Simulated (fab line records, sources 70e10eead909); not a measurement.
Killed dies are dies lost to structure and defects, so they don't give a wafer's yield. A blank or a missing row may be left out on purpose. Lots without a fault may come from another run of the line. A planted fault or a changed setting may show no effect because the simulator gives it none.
fab line records | flow nand_harc
record lots=7 wafers=21 last_day=30
route steps=1302 shown P_STI@86 P_GATE@110 END@1302
lots that met no fault: from a run of the same line without faults
start_h: hours from the record's first day to the start of the lot's first wafer shown | wait_h: hours since the lot's step before | " the same as in the row above | L1.1+2: a row that stands for several wafers | - no value, or no start given | * or withheld: withheld | < > ~ a bound
route shown NAME@n: a module of which the file shows steps, and the number in the route of the first | usual: mean/standard deviation of fault-free wafers | same: alike in all rows | chamber/n: place in a boat | sites: the reading at each site | _std_site: their standard deviation | _edge_site: outer sites' mean less inner sites' | radius_mm: how far each site lies from the wafer's centre | mask NAME#n: copy n | behind: the tool/chamber that last shaped the wafer | hold: why the lot was held/for how many hours/how that ended | device: the transistor (n, p or np) that didn't switch | end of line: the same wafers' tests at the end of the route | a step without rows: its recipe alone | killed: dies lost to structure and defects at the first sort, not the wafer's yield | map: a wafer's dies, x killed, . not, _ none there
set.NAME: the setting as run; set.NAME@STEP: as run at that earlier step | model.NAME: the simulator's own value behind a step, which no gauge read
lots at some steps of the route; a table a step, a row a wafer
services: from which hour (start_h, from the record's first day; less than 0 if before it) a tool's chamber was out of use, for how many hours, and why
## steps
# step NHARC_P_STI_HARDBAKE_13
# recipe temp_c=118 time_s=65
# step NHARC_P_STI_DESCUM_14
# recipe time_s=3 o2_flow_sccm=200 ar_flow_sccm=0 bias_power_w=0 chemistry=O2
# usual drypump_motor_current_A=5.8/0.4 oes_product_au=0.998/0.0086 rf_vpp_V=57.6/0.8 showerhead_plenum_p_Torr=1.89/0.064 throttle_valve_pct=11.311/0.0089
# columns lot.wafer tool chamber start_h wait_h drypump_motor_current_A oes_product_au rf_hours_counter_h rf_vpp_V showerhead_plenum_p_Torr throttle_valve_pct
L365.1 rie_diel-11 0 73.00 - 6.4 0.992 14 55.7 1.93 11.317
L365.3 " 1 " " 5.5 0.999 14 56.9 1.92 11.305
L365.4 " 2 " " 5.8 1.001 16 58.0 1.88 11.308
L369.4 rie_diel-09 0 114.50 - 6.4 0.997 7 58.4 1.98 11.311
L369.1 " 3 " " 6.5 0.985 6 56.2 1.79 11.319
L369.5 " 1 " " 5.8 1.000 - 57.4 1.86 11.310
L372.2 rie_diel-08 1 143.01 - 5.7 1.007 6 57.8 1.79 11.317
L372.1 " 2 " " 6.0 0.990 7 57.8 1.92 11.309
L372.6 " 3 " " 5.6 1.002 - 56.1 1.88 11.315
L373.3 rie_diel-08 1 152.84 - 5.7 0.995 7 58.2 1.79 11.315
L373.2 " 2 " " 6.0 0.978 9 57.3 1.92 11.303
L373.4 " 2 " " 5.9 0.991 - 57.3 1.92 11.309
L376.3 rie_diel-08 3 186.02 - 5.6 1.005 10 57.6 1.88 11.299
L376.5 " 2 " " 6.0 0.992 - 57.2 1.92 11.310
L376.6 " 3 " " 5.6 1.011 - 57.1 1.88 11.327
L377.3 rie_diel-11 0 194.33 - 6.4 1.003 9 58.4 1.93 11.307
L377.2 " 1 " " 5.5 1.004 10 58.6 1.92 11.293
L377.5 " 2 " " 5.8 0.990 - 56.4 1.87 11.313
L378.3 rie_diel-08 1 204.61 - 5.7 0.999 0 56.4 1.78 11.313
L378.2 " 3 " " 5.6 1.012 1 58.5 1.88 11.316
L378.6 " 1 " " 5.7 0.998 - 58.8 1.78 11.318
# step NHARC_P_STI_ETCH_42
# recipe target_depth_a=800 overetch_a=240 time_s=61 ion_energy_ev=200 n2_flow_sccm=150 h2_flow_sccm=150 ar_flow_sccm=0 rf_w=400 bias_w=150 chemistry=N2/H2
# usual drypump_motor_current_A=5.8/0.42 oes_product_au=0.999/0.0083 rf_vpp_V=429.9/2.2 showerhead_plenum_p_Torr=2.02/0.069 throttle_valve_pct=14.171/0.0093
# columns lot.wafer tool chamber start_h wait_h drypump_motor_current_A oes_product_au rf_hours_counter_h rf_vpp_V showerhead_plenum_p_Torr throttle_valve_pct
L365.3 rie_diel-11 2 73.08 0.1 5.8 0.997 16 429.3 2.00 14.160
L365.4 " 0 " " 6.4 1.001 14 431.6 2.06 14.174
L365.1 " 1 " " 5.5 1.005 14 431.5 2.05 14.162
L369.4 rie_diel-09 0 114.59 0.1 6.4 0.993 7 433.3 2.12 14.180
L369.1 " 2 " " 5.2 1.014 6 428.8 1.97 14.183
L369.5 " 3 " " 6.5 0.991 - 427.8 1.91 14.172
L372.1 rie_diel-08 2 143.11 0.1 6.0 0.984 7 431.0 2.05 14.155
L372.2 " 3 " " 5.6 0.991 6 429.8 2.00 14.164
L372.6 " 1 " " 5.7 0.985 - 426.0 1.90 14.186
L373.3 rie_diel-08 2 152.94 0.1 6.0 0.994 9 430.8 2.05 14.161
L373.2 " 1 " " 5.7 1.015 7 425.8 1.90 14.175
L373.4 " 3 " " 5.6 1.006 - 430.2 2.00 14.176
L376.3 rie_diel-08 2 186.12 0.1 6.0 0.983 11 429.1 2.05 14.174
L376.6 " 1 " " 5.7 0.999 - 427.6 1.90 14.188
L376.5 " 2 " " 6.0 0.988 - 431.3 2.04 14.175
L377.2 rie_diel-11 2 194.41 0.1 5.8 1.006 10 428.9 2.00 14.165
L377.3 " 3 " " 5.9 1.009 9 434.9 2.12 14.171
L377.5 " 0 " " 6.4 1.000 - 431.6 2.06 14.173
L378.3 rie_diel-08 1 204.71 0.1 5.7 0.998 0 426.3 1.90 14.158
L378.2 " 2 " " 6.0 1.002 0 431.4 2.04 14.194
L378.6 " 3 " " 5.6 0.991 - 429.1 2.00 14.158
# step NHARC_P_STI_ETCH_31
# recipe target_depth_a=1089 time_s=54.5 cf4_flow_sccm=100 chf3_flow_sccm=30 ar_flow_sccm=0 rf_w=500 bias_w=200 chemistry=CF4/CHF3
# usual drypump_motor_current_A=5.8/0.42 oes_product_au=0.961/0.016 rf_vpp_V=370.2/1.8 showerhead_plenum_p_Torr=1.56/0.049 throttle_valve_pct=16.802/0.0086
# columns lot.wafer tool chamber start_h wait_h drypump_motor_current_A oes_product_au rf_hours_counter_h rf_vpp_V showerhead_plenum_p_Torr throttle_valve_pct
L365.3 rie_diel-11 3 - - 5.9 0.988 15 372.5 1.63 16.805
L365.4 " 0 " " 6.4 0.965 14 370.0 1.59 16.783
L365.1 " 1 " " 5.5 0.968 14 371.3 1.58 16.798
L369.4 rie_diel-09 2 - - 5.2 0.990 6 369.2 1.52 16.801
L369.1 " 3 " " 6.5 0.975 6 366.4 1.48 16.787
L369.5 " 3 " " 6.5 0.962 - 367.0 1.48 16.815
L372.2 rie_diel-08 3 - - 5.6 0.959 6 369.3 1.55 16.810
L372.1 " 1 " " 5.7 0.968 6 367.2 1.47 16.800
L372.6 " 2 " " 6.0 0.960 - 370.2 1.58 16.791
L373.2 rie_diel-08 1 - - 5.7 0.956 7 366.6 1.47 16.800
L373.3 " 3 " " 5.6 0.969 8 370.3 1.54 16.802
L373.4 " 1 " " 5.7 0.957 - 367.1 1.47 16.797
L376.3 rie_diel-08 2 - - 6.0 0.962 11 369.8 1.58 16.816
L376.5 " 3 " " 5.6 0.956 - 369.3 1.54 16.809
L376.6 " 1 " " 5.7 0.956 - 367.7 1.47 16.803
L377.2 rie_diel-11 2 - - 5.8 0.945 10 369.5 1.54 16.799
L377.3 " 1 " " 5.5 0.980 10 370.3 1.58 16.800
L377.5 " 2 " " 5.8 0.964 - 369.0 1.54 16.798
L378.2 rie_diel-08 3 - - 5.6 0.987 1 370.0 1.54 16.814
L378.3 " 0 " " 5.1 0.987 1 372.1 1.60 16.791
L378.6 " 2 " " 6.0 0.968 - 370.2 1.58 16.796
# step NHARC_P_STI_ETCH_15
# recipe target_depth_a=3000 taper_deg=4 time_s=100.1 hbr_flow_sccm=150 cl2_flow_sccm=50 rf_w=400 icp_w=400 bias_w=100 chemistry=HBr/Cl2
# usual drypump_motor_current_A=5.7/0.35 oes_product_au=1.001/0.0091 throttle_valve_pct=26.407/0.0088
# columns lot.wafer tool chamber start_h wait_h drypump_motor_current_A oes_product_au rf_hours_counter_h throttle_valve_pct
L365.1 rie_si-01 0 73.27 - 5.7 1.007 0.4 26.403
L365.4 " 1 " " 5.9 0.992 0.4 26.389
L365.3 " 2 " " 5.4 1.003 0.3 26.409
L369.1 rie_si-01 2 114.78 - 5.3 1.006 0.5 26.402
L369.4 " 0 " " 5.7 1.016 0.7 26.408
L369.5 " 2 " " 5.3 1.000 - 26.411
L372.1 rie_si-01 2 143.31 - 5.3 0.996 0.8 26.398
L372.2 " 0 " " 5.7 1.000 0.9 26.404
L372.6 " 3 " " 5.5 1.007 - 26.426
L373.3 rie_si-05 0 153.15 - 6.1 1.009 0.1 26.419
L373.2 " 2 " " 5.1 0.989 0.1 26.411
L373.4 " 2 " " 5.1 0.994 - 26.402
L376.3 rie_si-05 2 186.32 - 5.1 0.984 0.4 26.407
L376.6 " 2 " " 5.1 0.989 - 26.398
L376.5 " 3 " " 5.8 0.986 - 26.409
L377.2 rie_si-05 3 194.59 - 5.8 1.001 0.3 26.408
L377.3 " 0 " " 6.1 1.005 0.4 26.422
L377.5 " 0 " " 6.1 1.001 - 26.397
L378.2 rie_si-05 1 204.92 - 6.3 1.001 0.5 26.410
L378.3 " 2 " " 5.1 1.000 0.5 26.407
L378.6 " 3 " " 5.8 0.996 - 26.417
# step NHARC_P_STI_CD_MEAS_16
# usual cd_nm=199.5/1.6
# columns lot.wafer tool chamber start_h wait_h cd_nm
L365.1 cd_sem-03 - 73.43 - 199.7
L365.3 " - " " 199.9
L365.4 " - " " 197.5
L369.1 cd_sem-02 - 114.94 - 197.3
L369.4 " - " " 200.0
L369.5 " - " " 197.0
L372.1 cd_sem-03 - 143.47 - 197.4
L372.2 " - " " 200.1
L372.6 " - " " 196.9
L373.2 cd_sem-01 - 153.35 - 197.3
L373.3 " - " " 197.9
L373.4 " - " " 198.0
L376.3 cd_sem-01 - 186.49 - 198.7
L376.5 " - " " 198.7
L376.6 " - " " 198.9
L377.2 cd_sem-02 - 194.75 - 198.9
L377.3 " - " " 199.8
L377.5 " - " " 197.4
L378.2 cd_sem-02 - 205.05 - 199.6
L378.3 " - " " 199.3
L378.6 " - " " 199.6
# step NHARC_P_STI_OCD_MEAS_17
# usual trench_depth_nm=301/3.8 trench_foot_cd_nm=157.7/1.5
# columns lot.wafer tool chamber start_h wait_h trench_depth_nm trench_foot_cd_nm
L365.1 ocd-01 - 73.52 0.1 306 157.8
L365.3 " - " " 302 158.7
L365.4 " - " " 298 156.8
L369.1 ocd-02 - 115.02 0.1 300 155.1
L369.4 " - " " 305 157.2
L369.5 " - " " 297 156.2
L372.1 ocd-02 - 143.56 0.1 300 156.0
L372.2 " - " " 303 157.6
L372.6 " - " " 302 154.8
L373.2 ocd-01 - 153.44 0.1 296 155.7
L373.3 " - " " 303 155.2
L373.4 " - " " 300 155.6
L376.3 ocd-02 - 186.57 0.1 296 157.9
L376.5 " - " " 295 157.2
L376.6 " - " " 293 158.5
L377.2 ocd-02 - 194.84 0.1 301 158.5
L377.3 " - " " 302 157.9
L377.5 " - " " 299 156.9
L378.2 ocd-01 - 205.14 0.1 300 158.0
L378.3 " - " " 298 157.0
L378.6 " - " " 295 157.9
# step NHARC_P_STI_STRIP_19
# recipe time_s=900 temp_c=130 chemistry=SPM
# step NHARC_P_STI_PRECLEAN_32
# recipe time_s=* temp_c=50 bath_age_min=0 chemistry=SC1
# step NHARC_P_STI_SRD_23
# step NHARC_P_STI_OCD_MEAS_43
# usual trench_depth_nm=301/3.8 trench_foot_cd_nm=157.7/1.5
# columns lot.wafer tool chamber start_h wait_h trench_depth_nm trench_foot_cd_nm
L365.1 ocd-02 - 74.03 - 306 157.3
L365.3 " - " " 303 158.3
L365.4 " - " " 298 156.1
L369.1 ocd-01 - 115.53 - 299 155.1
L369.4 " - " " 304 156.8
L369.5 " - " " 297 156.8
L372.1 ocd-01 - 144.07 - 300 156.3
L372.2 " - " " 304 157.5
L372.6 " - " " 302 154.9
L373.2 ocd-02 - 153.94 - 295 154.5
L373.3 " - " " 303 155.4
L373.4 " - " " 300 155.3
L376.3 ocd-01 - 187.08 - 296 157.3
L376.5 " - " " 295 157.7
L376.6 " - " " 293 158.9
L377.2 ocd-01 - 195.34 - 301 158.3
L377.3 " - " " 302 157.3
L377.5 " - " " 298 156.3
L378.2 ocd-02 - 205.65 - 300 157.8
L378.3 " - " " 299 157.8
L378.6 " - " " 295 157.2
# step NHARC_P_STI_OXIDE_33
# recipe target_thk_a=100 temp_c=1000 ox_time_s=281 material=SiO2
# step NHARC_P_STI_HDPCVD_20
# recipe target_thk_a=withheld sigma_open_frac=withheld material=SiO2
# columns lot.wafer tool chamber start_h wait_h
L365.1+3+4 hdpcvd-01 1,1,0 81.98 0.4
L369.1+4+5 hdpcvd-01 0 124.66 0.4
L372.1+2+6 hdpcvd-01 1,0,1 150.14 0.9
L373.2+3+4 hdpcvd-01 1,1,0 162.87 0.4
L376.3+5+6 hdpcvd-01 1,0,1 198.32 4.0
L377.2+3+5 hdpcvd-01 0 203.03 0.4
L378.2+3+6 hdpcvd-01 1 213.58 0.4
# step NHARC_P_STI_ANNEAL_34
# recipe temp_c=1000 time_s=1800
# step NHARC_P_STI_CMP_21
# recipe t_overpolish_s=20 target_thk_nm=380.67
# usual motor_current_A=11.9/0.95 overpolish_run_s=19.999/0.0092 pad_life_wafers=157/98
# columns lot.wafer tool chamber start_h wait_h motor_current_A overpolish_run_s pad_life_wafers
L365.4 cmp-02 1 91.13 0.4 10.7 20.014 180
L365.3 " 3 " " 10.7 20.016 182
L365.1 " 0 " " 12.8 19.993 183
L369.1 cmp-01 2 135.31 0.4 11.7 20.013 156
L369.4 " 3 " " 12.7 19.995 157
L369.5 " 2 " " 11.1 20.017 -
L372.1 cmp-02 3 158.73 0.4 10.8 20.010 84
L372.2 " 2 " " 10.9 20.003 87
L372.6 " 3 " " 10.1 19.984 -
L373.2 cmp-01 3 171.97 0.4 11.7 20.007 295
L373.4 " 0 " " 11.8 19.993 296
L373.3 " 1 " " 12.3 19.988 297
L376.3 cmp-01 0 207.29 0.4 11.2 19.994 42
L376.6 " 0 " " 12.2 19.990 -
L376.5 " 1 " " 11.9 20.009 -
L377.2 cmp-01 3 211.65 0.4 11.8 19.984 67
L377.3 " 1 " " 11.9 20.008 69
L377.5 " 3 " " 12.5 19.992 -
L378.3 cmp-02 2 224.77 0.4 12.0 20.009 324
L378.2 " 3 " " 10.3 19.993 325
L378.6 " 2 " " 11.3 20.003 -
# step NHARC_P_STI_SRD_35
# step NHARC_P_STI_ETCH_36
# recipe target_depth_a=388 chemistry=dHF material=SiO2
# step NHARC_P_STI_STRIP_24
# recipe temp_c=160 chemistry=H3PO4 material=Si3N4
# step NHARC_P_STI_ETCH_37
# recipe target_depth_a=110 chemistry=dHF material=SiO2
# step NHARC_P_STI_PRECLEAN_38
# recipe time_s=* temp_c=50 bath_age_min=0 chemistry=SC1
# step NHARC_P_STI_SRD_39
# step NHARC_P_STI_OXIDE_40
# recipe target_thk_a=100 temp_c=900 ox_time_s=1362 material=SiO2
# step NHARC_P_GATE_ETCH_69
# recipe target_depth_a=140 chemistry=dHF material=SiO2
# step NHARC_P_GATE_PRECLEAN_70
# recipe time_s=* temp_c=50 bath_age_min=0 chemistry=SC1
# step NHARC_P_GATE_SRD_01
# step NHARC_P_GATE_OXIDE_02
# recipe target_thk_a=375 temp_c=950 p_h2o_torr=720 ox_time_s=365 material=SiO2
# step NHARC_P_GATE_DEHYDRATE_03
# recipe temp_c=150 time_s=120
# step NHARC_P_GATE_HMDS_04
# recipe time_s=30
# step NHARC_P_GATE_COAT_05
# recipe spin_rpm=4690
# step NHARC_P_GATE_SOFTBAKE_06
# recipe temp_c=122 time_s=95
# step NHARC_P_GATE_EBR_07
# step NHARC_P_GATE_EXPOSE_08
# recipe na=0.6 dose_mj=16.75 mask_id=P_HV
# step NHARC_P_GATE_PEB_09
# recipe peb_temp_c=118 peb_time_s=85
# step NHARC_P_GATE_DEVELOP_10
# recipe time_s=70
# step NHARC_P_GATE_CD_MEAS_11
# recipe target_cd_nm=1640 landing_energy_ev=500
# usual cd_nm=1640.2/1.3
# columns lot.wafer tool chamber start_h wait_h cd_nm
L365.1 cd_sem-01 0 107.76 - 1640.5
L365.3 " 0 " " 1640.6
L365.4 " 0 " " 1639.9
L369.1 cd_sem-01 0 152.67 - 1639.7
L369.4 " 0 " " 1640.8
L369.5 " 0 " " 1640.1
L372.1 cd_sem-01 0 175.38 - 1641.2
L372.2 " 0 " " 1641.2
L372.6 " 0 " " 1641.5
L373.2 cd_sem-01 0 191.78 - 1641.9
L373.3 " 0 " " 1641.0
L373.4 " 0 " " 1641.5
L377.2 cd_sem-02 0 228.76 - 1638.6
L377.3 " 0 " " 1640.6
L377.5 " 0 " " 1640.9
L376.3 cd_sem-01 0 228.93 - 1639.0
L376.5 " 0 " " 1638.6
L376.6 " 0 " " 1640.1
L378.2 cd_sem-01 0 241.11 - 1639.9
L378.3 " 0 " " 1638.8
L378.6 " 0 " " 1637.2
# step NHARC_P_GATE_HARDBAKE_12
# recipe temp_c=125 time_s=80
# step NHARC_P_GATE_DESCUM_13
# recipe time_s=3 o2_flow_sccm=200 ar_flow_sccm=0 bias_power_w=0 chemistry=O2
# step NHARC_P_GATE_ETCH_14
# recipe target_depth_a=488 chemistry=dHF material=SiO2
# step NHARC_P_GATE_STRIP_15
# recipe time_s=780 temp_c=130 chemistry=SPM
# step NHARC_P_GATE_PRECLEAN_71
# recipe time_s=* temp_c=50 bath_age_min=0 chemistry=SC1
# step NHARC_END_SORT_01
# recipe temp_c=25
# usual killed_at_array=50/14 killed_at_other=0.9/1 killed_at_periphery=3.9/2.5 killed_dies=55/15 killed_open=3.5/1.9 killed_short=2.5/1.7
# same gross_dies=677
# columns lot.wafer tool chamber start_h wait_h killed_at_array killed_at_other killed_at_periphery killed_dies killed_open killed_short
L365.1 prober-01 0 575.38 2.5 21 2 1 24 1 2
L365.3 prober-01 0 576.97 3.1 23 1 6 30 5 2
L365.4 prober-01 0 577.76 3.4 22 2 5 29 4 3
L369.1 prober-01 0 630.48 2.5 68 1 4 73 5 1
L369.4 prober-01 0 632.89 3.4 70 0 6 76 6 0
L369.5 prober-01 0 633.69 3.7 76 2 5 83 2 2
L372.1 prober-01 0 663.66 2.5 34 0 3 37 4 0
L372.2 prober-01 0 664.47 2.8 54 0 5 59 1 2
L372.6 prober-01 0 667.73 4.1 62 0 5 67 3 2
L377.2 prober-02 0 695.00 2.8 39 0 63 102 2 2
L377.3 prober-02 0 695.78 3.1 52 0 66 118 1 3
L377.5 prober-02 0 697.36 3.6 38 0 63 101 2 1
L376.3 prober-01 0 695.87 3.1 46 1 54 101 2 3
L376.5 prober-01 0 697.48 3.7 56 0 65 121 5 1
L376.6 prober-01 0 698.28 4.0 55 1 56 112 2 2
L378.2 prober-01 0 719.44 2.8 51 2 64 117 5 4
L378.3 prober-01 0 720.24 3.1 72 2 69 143 7 3
L378.6 prober-01 0 722.63 4.0 65 4 56 125 4 4
# killed by level:class
L365.1 A_CHANNEL_HOLE_D2:chamber_film_flake=7 A_M1:chamber_film_flake=4 A_CHANNEL_HOLE_D1:chamber_film_flake=3 A_CONTACT:chamber_film_flake=3 THIN_TSV:chamber_film_flake=2 P_M2:geometric_particle:short=1 A_CHANNEL_HOLE_D1:geometric_particle:open=1 A_WL_FILL:geometric_particle:short=1
L365.3 A_CHANNEL_HOLE_D2:chamber_film_flake=5 A_CONTACT:chamber_film_flake=3 A_M1:chamber_film_flake=3 A_CHANNEL_HOLE_D2:geometric_particle:open=2 P_CONTACT:chamber_film_flake=2 A_CHANNEL_FILL_D1:chamber_film_flake=2 A_STAIRCASE:chamber_film_flake=2 P_M0:geometric_particle:open=1
L365.4 A_CHANNEL_HOLE_D2:chamber_film_flake=6 A_CHANNEL_FILL_D1:chamber_film_flake=3 P_M0:geometric_particle:open=2 A_CHANNEL_HOLE_D1:chamber_film_flake=2 A_STAIRCASE:chamber_film_flake=2 A_CONTACT:chamber_film_flake=2 A_M1:chamber_film_flake=2 THIN_TSV:chamber_film_flake=2
L369.1 A_CHANNEL_HOLE_D2:chamber_film_flake=34 A_CHANNEL_HOLE_D1:chamber_film_flake=15 A_CONTACT:chamber_film_flake=7 A_WL_FILL:chamber_film_flake=3 P_CONTACT:chamber_film_flake=2 A_STAIRCASE:chamber_film_flake=2 P_M0:geometric_particle:short=1 A_DECK1_JOINT:geometric_particle:open=1
L369.4 A_CHANNEL_HOLE_D1:chamber_film_flake=26 A_CHANNEL_HOLE_D2:chamber_film_flake=26 A_CONTACT:chamber_film_flake=7 A_STAIRCASE:chamber_film_flake=3 P_CONTACT:geometric_particle:open=2 P_CONTACT:chamber_film_flake=2 A_SLIT:chamber_film_flake=2 A_WL_FILL:chamber_film_flake=2
L369.5 A_CHANNEL_HOLE_D2:chamber_film_flake=39 A_CHANNEL_HOLE_D1:chamber_film_flake=17 A_CONTACT:chamber_film_flake=8 A_WL_FILL:chamber_film_flake=4 P_CONTACT:chamber_film_flake=3 A_DECK1_JOINT:chamber_film_flake=3 THIN_TSV:chamber_film_flake=2 P_GATE:geometric_particle:open=1
L372.1 A_CHANNEL_HOLE_D1:chamber_film_flake=13 A_CHANNEL_HOLE_D2:chamber_film_flake=10 A_CONTACT:chamber_film_flake=3 P_M2:chamber_film_flake=2 A_SLIT:chamber_film_flake=2 A_CHANNEL_FILL_D1:geometric_particle:open=1 A_ONON_D2:geometric_particle:open=1 A_WL_FILL:geometric_particle:open=1
L372.2 A_CHANNEL_HOLE_D1:chamber_film_flake=30 A_CHANNEL_HOLE_D2:chamber_film_flake=9 P_M2:chamber_film_flake=4 A_STAIRCASE:chamber_film_flake=3 A_CONTACT:chamber_film_flake=3 A_DECK1_JOINT:chamber_film_flake=2 A_CHANNEL_FILL_D2:chamber_film_flake=2 A_CHANNEL_FILL_D1:geometric_particle:short=1
L372.6 A_CHANNEL_HOLE_D1:chamber_film_flake=37 A_CHANNEL_HOLE_D2:chamber_film_flake=11 A_CONTACT:chamber_film_flake=5 P_ZERO_WELL:chamber_film_flake=2 P_M2:chamber_film_flake=2 A_CHANNEL_FILL_D2:chamber_film_flake=2 A_STAIRCASE:chamber_film_flake=2 P_CONTACT:geometric_particle:open=1
L377.2 P_STI:unspecified=59 A_SLIT:chamber_film_flake=23 A_CHANNEL_HOLE_D1:chamber_film_flake=5 A_WL_FILL:chamber_film_flake=3 P_GATE:chamber_film_flake=2 P_M1:chamber_film_flake=2 A_CONTACT:chamber_film_flake=2 A_ONON_D1:geometric_particle:short=1
L377.3 P_STI:unspecified=58 A_SLIT:chamber_film_flake=32 P_M1:chamber_film_flake=6 A_CHANNEL_HOLE_D1:chamber_film_flake=5 A_WL_FILL:chamber_film_flake=5 A_CONTACT:chamber_film_flake=3 A_STAIRCASE:chamber_film_flake=2 A_CHANNEL_FILL_D1:geometric_particle:short=1
L376.3 P_STI:unspecified=52 A_CHANNEL_HOLE_D2:chamber_film_flake=23 A_CHANNEL_HOLE_D1:chamber_film_flake=11 A_STAIRCASE:chamber_film_flake=3 A_CONTACT:chamber_film_flake=3 A_CHANNEL_FILL_D2:geometric_particle:short=2 P_GATE:chamber_film_flake=2 A_ONON_D2:geometric_particle:open=1
L377.5 P_STI:unspecified=61 A_SLIT:chamber_film_flake=22 A_CHANNEL_HOLE_D1:chamber_film_flake=5 A_WL_FILL:chamber_film_flake=4 A_CHANNEL_FILL_D2:chamber_film_flake=2 A_ONON_D2:geometric_particle:open=1 A_WL_FILL:geometric_particle:short=1 A_M1:geometric_particle:open=1
L376.5 P_STI:unspecified=60 A_CHANNEL_HOLE_D1:chamber_film_flake=18 A_CHANNEL_HOLE_D2:chamber_film_flake=18 A_CONTACT:chamber_film_flake=8 P_GATE:chamber_film_flake=3 A_ZERO_WELL:chamber_film_flake=3 A_STAIRCASE:chamber_film_flake=3 P_M0:geometric_particle:open=1
L376.6 P_STI:unspecified=54 A_CHANNEL_HOLE_D1:chamber_film_flake=29 A_CHANNEL_HOLE_D2:chamber_film_flake=16 A_CONTACT:chamber_film_flake=4 P_GATE:chamber_film_flake=2 A_SOURCE_PLATE:geometric_particle:open=1 A_SGD_CUT:geometric_particle:short=1 A_WL_FILL:geometric_particle:short=1
L378.2 P_STI:unspecified=57 A_SLIT:chamber_film_flake=18 A_CHANNEL_HOLE_D2:chamber_film_flake=13 A_CHANNEL_HOLE_D1:chamber_film_flake=5 P_STI:chamber_film_flake=3 A_CONTACT:chamber_film_flake=3 A_ONON_D1:geometric_particle:open=2 A_CHANNEL_FILL_D2:chamber_film_flake=2
L378.3 P_STI:unspecified=57 A_SLIT:chamber_film_flake=26 A_CHANNEL_HOLE_D2:chamber_film_flake=19 A_CHANNEL_HOLE_D1:chamber_film_flake=5 P_ZERO_WELL:chamber_film_flake=4 A_STAIRCASE:chamber_film_flake=4 A_ONON_D1:geometric_particle:open=3 P_GATE:chamber_film_flake=3
L378.6 P_STI:unspecified=53 A_SLIT:chamber_film_flake=26 A_CHANNEL_HOLE_D2:chamber_film_flake=12 A_CHANNEL_HOLE_D1:chamber_film_flake=7 A_BONDPAD:chamber_film_flake=4 A_STAIRCASE:chamber_film_flake=4 A_CONTACT:chamber_film_flake=4 THIN_TSV:chamber_film_flake=4
# map L376.5 (x killed, . not)
____________.____________
_________x.....x_________
_______.x........._______
______.x...........______
_____xxx............_____
____..xxx..x.....x...____
____x.xxx............____
___...xxx..........x..___
___..xx...............___
__..................x..__
__...................xx__
_....................xxx_
_....................x.x_
_....................xxx_
_....x.....x.....x.xxxxx_
_..................xxxxx_
...................xxxxxx
..................xxxxxxx
...................xxxxxx
...........x......x.xxxxx
..................x.xxxxx
_...................xxxx_
_...................xxxx_
_........x..........xxxx_
_....................xxx_
_............x.......xxx_
__.................xxxx__
__........x........xxxx__
___....x.........x..xx___
___...........x......x___
____............x...x____
____.xx.x.....x.x....____
_____..............._____
______.............______
_______..x........_______
_________......._________
____________.____________
# map L377.3 (x killed, . not)
____________.____________
_________x......_________
_______xxx........_______
______xxxx.........______
_____.xx.x.........._____
____.xxxx............____
____xxxxxx.x.........____
___.xxxxx.............___
___.xxxx..............___
__..x..................__
__.....x...............__
_......x............x..x_
_.....................x._
_..................xxxxx_
_...x..............xxxxx_
_..................xxxxx_
....x..............xxxxxx
...................xxxxxx
..x...x...........xxxxxxx
...............x..x..xxxx
...................xxxxxx
_.................x.xxxx_
_............x.......x.x_
_x...x...........x...xx._
_....................x.x_
_.....................x._
__................x....__
__x....x...............__
___................xx.___
___...x........xx.x...___
____..x............x.____
____.................____
_____x..........x..x_____
______.............______
_______...x......._______
_________......._________
____________.____________
## services
# columns tool chamber start_h hours kind
cmp-02 - 66.12 1.6 repair
cmp-01 - 70.34 0.3 repair
rie_si-05 0 71.46 4.6 repair
rie_si-05 3 76.34 9.1 repair
rie_diel-08 3 78.03 8.1 repair
rie_diel-11 - 78.50 9.0 pm
cmp-01 - 87.50 4.0 pm
rie_diel-09 3 89.55 2.9 repair
rie_si-05 0 101.10 8.7 repair
hdpcvd-01 - 107.72 0.5 repair
rie_diel-09 2 127.64 3.1 repair
rie_si-05 - 128.01 9.0 pm
rie_diel-08 1 128.85 6.0 repair
cmp-02 - 131.62 3.0 repair
cmp-02 - 134.67 4.0 pm
rie_diel-08 0 141.73 14.4 repair
rie_diel-11 - 150.76 1.1 repair
rie_si-05 3 151.03 9.7 repair
rie_diel-11 2 164.83 2.9 repair
rie_diel-08 0 183.57 11.3 repair
hdpcvd-01 - 185.07 13.0 pm
cmp-01 - 185.50 4.0 pm
rie_diel-08 - 190.80 9.0 pm
rie_diel-11 2 206.41 6.2 repair
## key
first_sign step=NHARC_END_SORT_01 reading=killed_at_periphery direction=up sigmas=23 usual=3.9 struck=61.8
effect step=NHARC_END_SORT_01 reading=killed_dies direction=up sigmas=4.2 usual=55 struck=116
more_kills_born_at NHARC_P_STI_HDPCVD_20@hdpcvd-01=511
met_at NHARC_P_STI_HDPCVD_20
struck_wafers L376.3,L376.5,L376.6,L377.2,L377.3,L377.5,L378.2,L378.3,L378.6
tester_left_out L376,L377,L378
onset_between 162.87 198.32
also_fits time
fault kind=chamber_particle_source tool=hdpcvd-01 chamber=- onset_h=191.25 steps=NHARC_P_STI_HDPCVD_20 rate_per_visit_cm2=0.90845 end_h=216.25
# tester_left_out: of these lots the tester's yield and bins aren't shown, on N5 and GAA mostly nor the transistor test; their killed dies are dies lost to structure and defects alone, not to doping, threshold or leakage, so they don't give the yield
